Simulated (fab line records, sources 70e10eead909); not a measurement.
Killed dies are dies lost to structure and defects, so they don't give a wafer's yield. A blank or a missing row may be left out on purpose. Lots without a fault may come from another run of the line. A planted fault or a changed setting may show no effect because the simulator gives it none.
Problem report in the 8D (eight disciplines) form, filled by code | flow nand_harc | the parts of the form that need people (team, actions taken, sign-off) are left out

1. THE PROBLEM
susceptor_temp_C at NHARC_A_CHANNEL_FILL_D1_ALD_25 reads a mean of 289.26 C on 1 wafer of 1 lot; wafers without a fault read 300.02 C with a standard deviation of 0.2. That is -54 standard deviations from the usual mean.
The step: deposits SiOx, target thk 60 nm, pulse time 10 s, ald cycles 600.
First seen on wafer L335.4, day 15 09:57, on ald_hk-03. The record holds 27 wafers of 9 lots with a number at this step. Rule for "out", or "out of limits": more than 4 standard deviations from the usual mean. The other wafers with a number count as sound.

2. WHAT IT IS AND WHAT IT IS NOT
question                    | is                | is not
which readings at this step | susceptor_temp_C  | heater_power_w, precursor_pulse_height_rel
which lots                  | L335              | L324, L328, L332, L341, L343, L344, L345, L346
which wafers of those lots  | L335.4            | L335.1, L335.6
read on which tools         | ald_hk-03         | ald_hk-01, ald_hk-04
when                        | from day 15 09:57 | up to then (10 sound wafers); but 16 sound wafers of L335, L341, L343, L344, L345, L346 came after

3. SUSPECTS, AND WHAT RULES EACH OUT
Counting: a tool at a process step up to the reading stays a suspect if it ran every lot that is out. Sound lots after the first of them don't rule it out here, since some wafers of a struck lot are sound.
- har_etch-02 at NHARC_A_CHANNEL_HOLE_D1_ETCH_20 (etches the open film in C4F8/O2/Ar, time 361.9 s, target depth 1600 nm): kept. It ran the lot that is out, L335 (day 13 12:59); its last sound lot up to then is L324 (day 8 17:05).
- har_etch-02 at NHARC_A_CHANNEL_HOLE_D1_ETCH_21 (etches the open film in C4F8/O2/Ar, time 514.3 s, target depth 1600 nm): kept. It ran the lot that is out, L335 (day 13 13:19); its last sound lot up to then is L324 (day 8 17:25).
- har_etch-02 at NHARC_A_CHANNEL_HOLE_D1_ETCH_25 (etches the open film in C4F8/O2/Ar, time 1040.2 s, target depth 1500 nm): kept. It ran the lot that is out, L335 (day 13 15:47); its last sound lot up to then is L324 (day 8 19:58).
- ald_hk-03 at NHARC_A_CHANNEL_FILL_D1_ALD_25 (deposits SiOx, target thk 60 nm, pulse time 10 s, ald cycles 600): kept. It ran the lot that is out, L335 (day 15 08:04); its last sound lot up to then is L332 (day 14 04:36). Its own readings are out on those wafers: susceptor_temp_C.
- Within har_etch-02 at NHARC_A_CHANNEL_HOLE_D1_ETCH_20: the wafers that are out ran in chamber 0; their sound lot-mates ran in chamber 1.
- Within har_etch-02 at NHARC_A_CHANNEL_HOLE_D1_ETCH_21: the wafers that are out ran in chamber 0; their sound lot-mates ran in chamber 1.
- Within har_etch-02 at NHARC_A_CHANNEL_HOLE_D1_ETCH_25: the wafers that are out ran in chamber 0; their sound lot-mates ran in chamber 1.
- Within ald_hk-03 at NHARC_A_CHANNEL_FILL_D1_ALD_25: the wafers that are out ran in chamber 3; their sound lot-mates ran in chambers 0, 1.
Left after counting: har_etch-02 at NHARC_A_CHANNEL_HOLE_D1_ETCH_20, har_etch-02 at NHARC_A_CHANNEL_HOLE_D1_ETCH_21, har_etch-02 at NHARC_A_CHANNEL_HOLE_D1_ETCH_25, ald_hk-03 at NHARC_A_CHANNEL_FILL_D1_ALD_25.

4. THE CAUSE (what the simulator had put in)
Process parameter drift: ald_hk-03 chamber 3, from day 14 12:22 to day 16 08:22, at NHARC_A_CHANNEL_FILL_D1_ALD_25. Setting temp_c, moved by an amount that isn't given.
Counting left 4 suspects, and this tool is among them.

5. THE CHAIN OF EFFECTS, in route order
Each row: a reading whose mean over the struck wafers that have a number lies more than 3 standard deviations from the usual. Only readings for which the record gives a usual standard deviation are gone through. hours: the time from each lot's start at the first step in this table that gives one to its start at this step, as a median over the lots. sigmas: the change in usual standard deviations.
hours | step                           | reading          | usual    | on struck wafers | change | sigmas
0     | NHARC_A_CHANNEL_FILL_D1_ALD_25 | susceptor_temp_C | 300.02 C | 289.26           | -10.76 | -54
The process steps in it:
- NHARC_A_CHANNEL_FILL_D1_ALD_25: deposits SiOx, target thk 60 nm, pulse time 10 s, ald cycles 600.

6. WHAT WOULD HAVE CAUGHT IT SOONER
In this record the first reading out of limits was taken at day 15 09:57, 22 hours after the fault began at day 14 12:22.
